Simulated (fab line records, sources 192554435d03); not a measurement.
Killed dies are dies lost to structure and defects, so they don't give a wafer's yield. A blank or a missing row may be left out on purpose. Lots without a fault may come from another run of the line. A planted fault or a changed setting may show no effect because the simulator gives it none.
Chamber matching | flow n5_finfet | N5_BEOL_M12_ETCH_68 on rie_diel-06: 4 sister chambers
The step etches SOC in N2/H2, time 285 s. 4 wafers are shown with their chamber, then 8 later ones without.

WAFERS WITH THEIR CHAMBER
wafer  | chamber | showerhead_plenum_p_Torr (Torr)
L084.3 | 1       | 2.42
L084.5 | 2       | 2.71
L091.5 | 3       | 2.73
L095.1 | 0       | 2.51

WAFERS WITHOUT THEIR CHAMBER
wafer  | showerhead_plenum_p_Torr (Torr)
L095.4 | 2.73
L095.5 | 2.73
L096.1 | 2.41
L096.2 | 2.50
L096.5 | 2.50
L097.2 | 2.69
L097.3 | 2.72
L097.5 | 2.50

WHICH CHAMBER EACH WENT THROUGH
wafer  | from the rows above     | in truth
L095.4 | can't be placed: 3 or 2 | 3
L095.5 | can't be placed: 3 or 2 | 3
L096.1 | 1                       | 1
L096.2 | 0                       | 0
L096.5 | 0                       | 0
L097.2 | can't be placed: 2 or 3 | 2
L097.3 | can't be placed: 3 or 2 | 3
L097.5 | 0                       | 0
Placed correctly: 4 of 8. Can't be placed from these rows: 4 (the true chamber is among the candidates in 4). Placed wrongly: 0.
How it was worked out, from the rows above alone: a wafer's distance from a chamber is the root of the sum, over the readings, of the square of ((its reading less the chamber's mean) divided by the reading's scatter). The wafer belongs to the nearest chamber; if the next one is less than 2 further off, it can't be placed. A chamber's mean is the mean of its shown wafers. The scatter: with one shown wafer a chamber, the root of the mean of the squares of how far each hidden wafer lies from its nearest shown one.
